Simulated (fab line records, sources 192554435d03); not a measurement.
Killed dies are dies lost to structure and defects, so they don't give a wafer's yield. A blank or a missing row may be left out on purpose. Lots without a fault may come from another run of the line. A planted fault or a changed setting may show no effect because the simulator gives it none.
Problem report in the 8D (eight disciplines) form, filled by code | flow n5_finfet | the parts of the form that need people (team, actions taken, sign-off) are left out

1. THE PROBLEM
run_length_s at N5_PASSIVATION_PECVD_53 reads a mean of 108.7 s on 3 wafers of 2 lots; wafers without a fault read 197.4 s with a standard deviation of 0.43. That is -99 or more standard deviations from the usual mean.
The step: deposits SiO2 from TEOS/O2, target thk 800 nm, time 169.4 s.
First seen on wafer L899.2, day 16 12:18, on pecvd-02. The record holds 31 wafers of 11 lots with a number at this step. Rule for "out", or "out of limits": more than 4 standard deviations from the usual mean. The other wafers with a number count as sound.

2. WHAT IT IS AND WHAT IT IS NOT
question                    | is                     | is not
which readings at this step | run_length_s           | -
which lots                  | L899, L902             | L888, L890, L891, L892, L893, L904, L905, L906, L907
which wafers of those lots  | L899.2, L902.2, L902.3 | L899.5
read on which tools         | pecvd-02               | pecvd-01, pecvd-04
when                        | from day 16 12:18      | up to then (16 sound wafers); but 12 sound wafers of L904, L905, L906, L907 came after

3. SUSPECTS, AND WHAT RULES EACH OUT
Counting: a tool at a process step up to the reading stays a suspect if it ran every lot that is out. Sound lots after the first of them don't rule it out here, since some wafers of a struck lot are sound.
- rie_metal-02 at N5_MIM_BOT_ETCH_ETCH_00 (etches TiN in Cl2/BCl3, target depth 45.5 nm): kept. It ran every lot that is out, first L899 (day 16 07:58); its last sound lot up to then is L892 (day 14 01:37).
- pecvd-02 at N5_PASSIVATION_PECVD_53 (deposits SiO2 from TEOS/O2, target thk 800 nm, time 169.4 s): kept. It ran every lot that is out, first L899 (day 16 12:18); its last sound lot up to then is L893 (day 15 13:35). Its own readings are out on those wafers: run_length_s.
Left after counting: rie_metal-02 at N5_MIM_BOT_ETCH_ETCH_00, pecvd-02 at N5_PASSIVATION_PECVD_53.

4. THE CAUSE (what the simulator had put in)
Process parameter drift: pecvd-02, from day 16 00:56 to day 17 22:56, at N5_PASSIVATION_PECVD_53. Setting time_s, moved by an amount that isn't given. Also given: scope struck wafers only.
Counting left 2 suspects, and this tool is among them.

5. THE CHAIN OF EFFECTS, in route order
Each row: a reading whose mean over the struck wafers that have a number lies more than 3 standard deviations from the usual. Only readings for which the record gives a usual standard deviation are gone through. hours: the time from each lot's start at the first step in this table that gives one to its start at this step, as a median over the lots. sigmas: the change in usual standard deviations.
hours | step                    | reading      | usual   | on struck wafers | change | sigmas
0     | N5_PASSIVATION_PECVD_53 | run_length_s | 197.4 s | 108.7            | -88.7  | -99 or more
The process steps in it:
- N5_PASSIVATION_PECVD_53: deposits SiO2 from TEOS/O2, target thk 800 nm, time 169.4 s.

6. WHAT WOULD HAVE CAUGHT IT SOONER
In this record the first reading out of limits was taken at day 16 12:18, 11 hours after the fault began at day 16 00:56.
